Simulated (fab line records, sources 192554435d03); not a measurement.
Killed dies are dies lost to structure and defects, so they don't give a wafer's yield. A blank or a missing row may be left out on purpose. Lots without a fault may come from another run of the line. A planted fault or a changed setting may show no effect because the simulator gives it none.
Chamber matching | flow n5_finfet | N5_STI_FIN_REVEAL_ETCHBACK_08 on rie_diel-01: 4 sister chambers
The step etches SiO2 in C4F6/O2, target depth 30.5 nm, time 10.167 s. 14 wafers are shown with their chamber, then 7 later ones without.

WAFERS WITH THEIR CHAMBER
wafer  | chamber | showerhead_plenum_p_Torr (Torr) | throttle_valve_pct (%) | drypump_motor_current_A (A)
L079.3 | 1       | 2.91                            | 21.08                  | 5.2
L079.4 | 2       | 2.97                            | 21.35                  | 5.0
L079.6 | 3       | 2.97                            | 21.16                  | 5.3
L080.1 | 2       | 2.97                            | 21.36                  | 5.0
L080.3 | 3       | 2.97                            | 21.16                  | 5.3
L080.6 | 1       | 2.91                            | 21.08                  | 5.2
L081.2 | 2       | 2.97                            | 21.36                  | 4.9
L081.3 | 0       | 2.89                            | 20.92                  | 6.4
L081.5 | 0       | 2.89                            | 20.92                  | 6.4
L082.1 | 2       | 2.96                            | 21.35                  | 5.0
L082.2 | 0       | 2.89                            | 20.93                  | 6.3
L082.4 | 0       | 2.89                            | 20.93                  | 6.4
L083.1 | 0       | 2.89                            | 20.94                  | 6.4
L083.2 | 3       | 2.97                            | 21.18                  | 5.4

SIGNATURES (means of the wafers above)
reading                  | chamber 0 | chamber 1 | chamber 2 | chamber 3 | scatter within a chamber
showerhead_plenum_p_Torr | 2.8900    | 2.9100    | 2.9675    | 2.9700    | 0.00274
throttle_valve_pct       | 20.9280   | 21.0800   | 21.3550   | 21.1667   | 0.00804
drypump_motor_current_A  | 6.380     | 5.200     | 4.975     | 5.333     | 0.0471
Rule: a wafer's distance from a chamber is the root of the sum, over the readings, of the square of ((its reading less the chamber's mean) divided by the reading's scatter). The wafer belongs to the nearest chamber; if the next one is less than 2 further off, it can't be placed. The scatter: the root of (the sum of the squares of (reading less its chamber's mean) over the shown wafers, divided by (wafers less chambers)).

WAFERS WITHOUT THEIR CHAMBER
wafer  | showerhead_plenum_p_Torr (Torr) | throttle_valve_pct (%) | drypump_motor_current_A (A)
L083.4 | 2.91                            | 21.10                  | 5.2
L090.1 | 2.90                            | 21.13                  | 5.3
L090.4 | 2.95                            | 21.39                  | 5.0
L090.5 | 2.95                            | 21.40                  | 5.0
L092.3 | 2.95                            | 21.41                  | 5.0
L092.4 | 2.96                            | 21.19                  | 5.4
L092.6 | 2.95                            | 21.39                  | 5.0

WHICH CHAMBER EACH WENT THROUGH
wafer  | from the rows above | in truth
L083.4 | 1                   | 1
L090.1 | 1                   | 1
L090.4 | 2                   | 2
L090.5 | 2                   | 2
L092.3 | 2                   | 2
L092.4 | 3                   | 3
L092.6 | 2                   | 2
Placed correctly: 7 of 7. Can't be placed from these rows: 0. Placed wrongly: 0.
